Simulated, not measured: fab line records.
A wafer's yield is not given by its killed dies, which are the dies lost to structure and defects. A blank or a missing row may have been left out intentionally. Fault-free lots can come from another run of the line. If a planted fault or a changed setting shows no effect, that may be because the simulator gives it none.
A lot that was struck, set against a sound lot / flow nandHarc / 14 out of 1302 route steps
Sound: the wafers L675.1, L675.2, L675.6. Struck: wafer L682.6. The cause is given at the end.
Per side, at each step with rows, come the tool, then ch with its chambers, and then its first start. Under that, the readings that differ: sound wafers / struck wafers / difference of the means / sigmas: that difference in standard deviations of wafers without a fault.
alike: words and numbers the same on both sides, and readings whose means are apart by under 2 such deviations; not compared: readings that were withheld, readings missing a value for some wafer, numbers with overlapping values and no deviation given by the record, and bounds like >300 which may hide the same value.
A row with sigmas, a row that says differs or no value, or rows on one side alone: a step with any of these is where the two part. When numbers do not overlap yet have no deviation, they are printed without sigmas and do not part them. A reading missing from all wafers of one side parts the sides only when that side holds two or more wafers.

first, 2 steps without rows for these wafers: NHARC_A_ONON_D1_ANNEAL_15 (time 3600 s); NHARC_A_ONON_D1_DEP_16 (target thk 1000 nm).
NHARC_A_ONON_D1_THK_MEAS_18: measures by ellipsometry.
  struck on filmMetro-02, day 14 09:06; sound on filmMetro-01, day 10 18:53
  alike: thkNm
next comes 1 step that has no rows for these wafers: NHARC_A_ONON_D1_DEP_19 (target thickness 1000 nm).
NHARC_A_ONON_D1_THK_MEAS_21: measures by ellipsometry.
  struck on filmMetro-01, day 14 09:40; sound on filmMetro-02, day 10 19:27
  alike: thkNm
next comes 1 step that has no rows for these wafers: NHARC_A_ONON_D1_DEP_22 (target thickness 1000 nm).
NHARC_A_ONON_D1_THK_MEAS_24: measures by ellipsometry.
  struck on filmMetro-01, day 14 10:14; sound on filmMetro-01, day 10 20:01
  alike: thkNm
next comes 1 step that has no rows for these wafers: NHARC_A_ONON_D1_DEP_25 (target thickness 1000 nm).
NHARC_A_ONON_D1_THK_MEAS_27: measures by ellipsometry.
  struck on filmMetro-02, day 14 10:48; sound on filmMetro-02, day 10 20:35
  alike: thkNm
next comes 1 step that has no rows for these wafers: NHARC_A_ONON_D1_DEP_28 (target thickness 1000 nm).
NHARC_A_ONON_D1_THK_MEAS_30: measures by ellipsometry.
  struck on filmMetro-02, day 14 11:22; sound on filmMetro-01, day 10 21:08
  alike: thkNm
NHARC_A_ONON_D1_DEP_33: deposits SiO2, target thk 200 nm.
  sound on pecvd-04 ch 0,1,2, day 10 21:14; struck on pecvd-04 ch 2, day 14 11:39
reading=rfFwdPowerW (W); sound=896.6 895.8 896.2; struck=539.0; difference=-357.2; sigmas=-99 or more
reading=showerheadVppV (V); sound=1850 1873 1902; struck=1502; difference=-373; sigmas=-8
  alike: heaterPowerW, throttleValvePct
NHARC_A_ONON_D1_THK_MEAS_34: measures by ellipsometry.
  struck on filmMetro-02, day 14 12:01; sound on filmMetro-01, day 10 21:39
reading=thkNm (nm); sound=195.5 197.9 196.3; struck=172.1; difference=-24.5; sigmas=-9
  not compared: hold
-- record jumps: 16 days between struck wafers' starts before vs after; left off in module A_ONON_D1, resumes in module END, first step shown is number 1302 of the route --
NHARC_END_SORT_01:
  here the record holds rows for the struck wafers (prober-01 ch 0, day 30 19:28) but none for the sound ones

== WHERE THEY PART ==
At NHARC_A_ONON_D1_DEP_33 first; at NHARC_END_SORT_01 last (within this record only).

WHY: the cause the simulator had injected
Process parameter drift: pecvd-04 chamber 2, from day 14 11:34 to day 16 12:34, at NHARC_A_ONON_D1_DEP_33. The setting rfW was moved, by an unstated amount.
